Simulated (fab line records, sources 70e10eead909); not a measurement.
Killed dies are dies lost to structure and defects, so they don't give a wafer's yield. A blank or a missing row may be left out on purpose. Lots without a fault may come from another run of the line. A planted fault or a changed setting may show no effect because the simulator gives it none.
Which tool did it? | flow nand_harc | 13 lots, 38 wafers sampled, at 5 steps of a route of 1159

WHAT THE GAUGES READ, wafer by wafer
NHARC_A_CHANNEL_HOLE_D1_CD_MEAS_18. Usual: cd_nm 99 nm, standard deviation 3.
lot  | measured     | on        | cd_nm (nm) | flag
L103 | day 8 11:46  | cd_sem-03 | 100 99 101 |
L104 | day 9 00:15  | cd_sem-03 | 97 100 104 |
L107 | day 9 09:23  | cd_sem-03 | 96 96 98   |
L108 | day 9 19:42  | cd_sem-01 | 97 92 97   |
L111 | day 10 06:23 | cd_sem-02 | 95 99 103  |
L113 | day 10 10:13 | cd_sem-01 | 96 102 99  |
L112 | day 10 16:56 | cd_sem-02 | 95 95 92   |
L116 | day 11 11:36 | cd_sem-02 | 97 97 94   |
L117 | day 11 22:41 | cd_sem-02 | 99 95 97   |
L118 | day 12 07:20 | cd_sem-02 | 98 103 99  |
L120 | day 12 13:01 | cd_sem-01 | 98 101     |
L124 | day 13 11:24 | cd_sem-02 | 101 97 98  |
L126 | day 14 04:21 | cd_sem-02 | 102 101 98 |

NHARC_END_SORT_01. Usual: killed_at_array 26, standard deviation 9.7; killed_at_other 1.0, standard deviation 1.2; killed_at_periphery 3.9, standard deviation 2.6; killed_dies 31, standard deviation 9.7; killed_open 3.2, standard deviation 1.8; killed_short 2.0, standard deviation 1.3.
lot  | measured     | on        | killed_at_array | killed_at_other | killed_at_periphery | killed_dies | killed_open | killed_short | flag
L124 | day 25 03:33 | prober-01 | 18 20 21        | 3 2 1           | 4 5 0               | 25 27 22    | 5 2 3       | 0 1 0        |

WHICH TOOL RAN EACH LOT (tool, then ch and the chambers of the sampled wafers, then the start)
lot  | NHARC_A_CHANNEL_FILL_D1_ALD_14   | NHARC_A_CHANNEL_FILL_D1_ETCHBACK_19 | NHARC_A_CHANNEL_FILL_D1_ALD_25
L103 | ald_hk-03 ch 0,1, day 9 02:13    | rie_si-02 ch 0,2, day 9 18:57       | ald_hk-01 ch 1,3, day 10 09:52
L104 | ald_hk-04 ch 1,2,3, day 9 13:24  | rie_si-06 ch 0,1,2, day 10 06:13    | ald_hk-04 ch 0,2,3, day 10 19:07
L107 | ald_hk-01 ch 0,1,2, day 9 22:28  | rie_si-02 ch 2,3, day 10 12:44      | ald_hk-04 ch 2,3, day 11 01:30
L108 | ald_hk-03 ch 0,3, day 10 11:11   | rie_si-02 ch 0,2,3, day 11 03:59    | ald_hk-03 ch 0,3, day 11 15:56
L111 | ald_hk-03 ch 0,2,3, day 10 22:29 | rie_si-06 ch 0,2, day 11 15:10      | ald_hk-01 ch 0,3, day 12 03:36
L113 | ald_hk-04 ch 0,1,3, day 11 05:12 | rie_si-04 ch 0,1, day 11 23:31      | ald_hk-03 ch 0,2, day 12 12:06
L112 | ald_hk-01 ch 1,3, day 11 05:11   | rie_si-02 ch 1,2,3, day 11 23:31    | ald_hk-01 ch 2,3, day 12 11:29
L116 | ald_hk-03 ch 0,1,2, day 12 01:47 | rie_si-02 ch 0,1,3, day 12 19:24    | ald_hk-04 ch 0,1,2, day 13 09:41
L117 | ald_hk-01 ch 0,2,3, day 12 15:14 | rie_si-04 ch 1,2,3, day 13 08:26    | ald_hk-03 ch 2,3, day 13 20:11
L118 | ald_hk-01 ch 0,1,2, day 12 21:49 | rie_si-06 ch 1,2,3, day 13 14:46    | ald_hk-01 ch 0,1,2, day 14 04:18
L120 | ald_hk-01 ch 0,2, day 13 02:42   | rie_si-06 ch 0,3, day 13 20:15      | ald_hk-03 ch 0,3, day 14 10:52
L124 | ald_hk-01 ch 2,3, day 14 00:32   | rie_si-02 ch 0,1,3, day 14 17:29    | ald_hk-04 ch 0,1,3, day 15 07:08
L126 | ald_hk-04 ch 0,2,3, day 14 17:26 | rie_si-04 ch 0,3, day 15 13:17      | ald_hk-03 ch 0,1, day 16 01:17
- NHARC_A_CHANNEL_FILL_D1_ALD_14: deposits SiO2, target thk 2.5 nm, pulse time 10 s, ald cycles 25.
- NHARC_A_CHANNEL_FILL_D1_ETCHBACK_19: etches the open film in HBr/Cl2, target depth 5 nm, time 1.7 s.
- NHARC_A_CHANNEL_FILL_D1_ALD_25: deposits SiOx, target thk 60 nm, pulse time 10 s, ald cycles 600.

WHAT THE TOOLS THEMSELVES READ (means of the sampled wafers that have a number; where no wafer has one, the mark that the record gives instead)
NHARC_A_CHANNEL_FILL_D1_ALD_14. Usual: heater_power_w 484 W, standard deviation 54; precursor_pulse_height_rel 1.003, standard deviation 0.021.
lot  | tool      | heater_power_w (W) | precursor_pulse_height_rel | flag
L103 | ald_hk-03 | 438                | 0.979                      |
L104 | ald_hk-04 | 498                | 1.011                      |
L107 | ald_hk-01 | 511                | 1.010                      |
L108 | ald_hk-03 | 446                | 1.001                      |
L111 | ald_hk-03 | 458                | 1.002                      |
L113 | ald_hk-04 | 487                | 1.016                      |
L112 | ald_hk-01 | 542                | 1.009                      |
L116 | ald_hk-03 | 456                | 1.020                      |
L117 | ald_hk-01 | 492                | 0.996                      |
L118 | ald_hk-01 | 513                | 1.010                      |
L120 | ald_hk-01 | 484                | 1.031                      |
L124 | ald_hk-01 | 511                | 1.002                      |
L126 | ald_hk-04 | 456                | 0.989                      |

NHARC_A_CHANNEL_FILL_D1_ETCHBACK_19. Usual: drypump_motor_current_A 5.6 A, standard deviation 0.43; oes_product_au 0.997 a.u., standard deviation 0.013; throttle_valve_pct 26.407 %, standard deviation 0.0081.
lot  | tool      | drypump_motor_current_A (A) | oes_product_au (a.u.) | throttle_valve_pct (%) | flag
L103 | rie_si-02 | 5.2                         | 0.997                 | 26.406                 |
L104 | rie_si-06 | 5.5                         | 0.997                 | 26.409                 |
L107 | rie_si-02 | 5.7                         | 1.020                 | 26.404                 |
L108 | rie_si-02 | 5.5                         | 1.011                 | 26.403                 |
L111 | rie_si-06 | 5.7                         | 0.998                 | 26.404                 |
L113 | rie_si-04 | 5.5                         | 0.987                 | 26.407                 |
L112 | rie_si-02 | 5.7                         | 0.999                 | 26.413                 |
L116 | rie_si-02 | 5.5                         | 0.995                 | 26.410                 |
L117 | rie_si-04 | 6.1                         | 0.977                 | 26.405                 |
L118 | rie_si-06 | 5.2                         | 1.005                 | 26.409                 |
L120 | rie_si-06 | 5.3                         | 1.009                 | 26.410                 |
L124 | rie_si-02 | 5.5                         | 0.998                 | 26.409                 |
L126 | rie_si-04 | 5.4                         | 0.983                 | 26.403                 |

NHARC_A_CHANNEL_FILL_D1_ALD_25. Usual: heater_power_w 489 W, standard deviation 55; precursor_pulse_height_rel 1.001, standard deviation 0.021.
lot  | tool      | heater_power_w (W) | precursor_pulse_height_rel | flag
L103 | ald_hk-01 | 532                | 0.991                      |
L104 | ald_hk-04 | 458                | 0.999                      |
L107 | ald_hk-04 | 454                | 0.987                      |
L108 | ald_hk-03 | 476                | 0.983                      |
L111 | ald_hk-01 | 475                | 0.996                      |
L113 | ald_hk-03 | 450                | 0.984                      |
L112 | ald_hk-01 | 518                | 1.010                      |
L116 | ald_hk-04 | 455                | 1.023                      |
L117 | ald_hk-03 | 492                | 0.993                      |
L118 | ald_hk-01 | 507                | 1.026                      |
L120 | ald_hk-03 | 446                | 1.014                      |
L124 | ald_hk-04 | 503                | 1.017                      |
L126 | ald_hk-03 | 469                | 0.985                      |

THE ANSWER, worked out from the rows above alone
Rule: a lot is off if the mean of its wafers that have a number lies more than 3 standard deviations from the usual mean. A lot without any number at a reading at which 4 lots or more have one is off too. The other lots that the step has rows for count as sound. The gauges are gone through in route order, then the tools' own readings, and for those a lot's mean is taken as printed above. The first step at which some lot is off is used, and at that step the reading that is off furthest; a lot without a number counts as furthest.
No lot is off at any reading shown: from this, nothing can be told.

WHAT THE SIMULATOR HAD PUT IN
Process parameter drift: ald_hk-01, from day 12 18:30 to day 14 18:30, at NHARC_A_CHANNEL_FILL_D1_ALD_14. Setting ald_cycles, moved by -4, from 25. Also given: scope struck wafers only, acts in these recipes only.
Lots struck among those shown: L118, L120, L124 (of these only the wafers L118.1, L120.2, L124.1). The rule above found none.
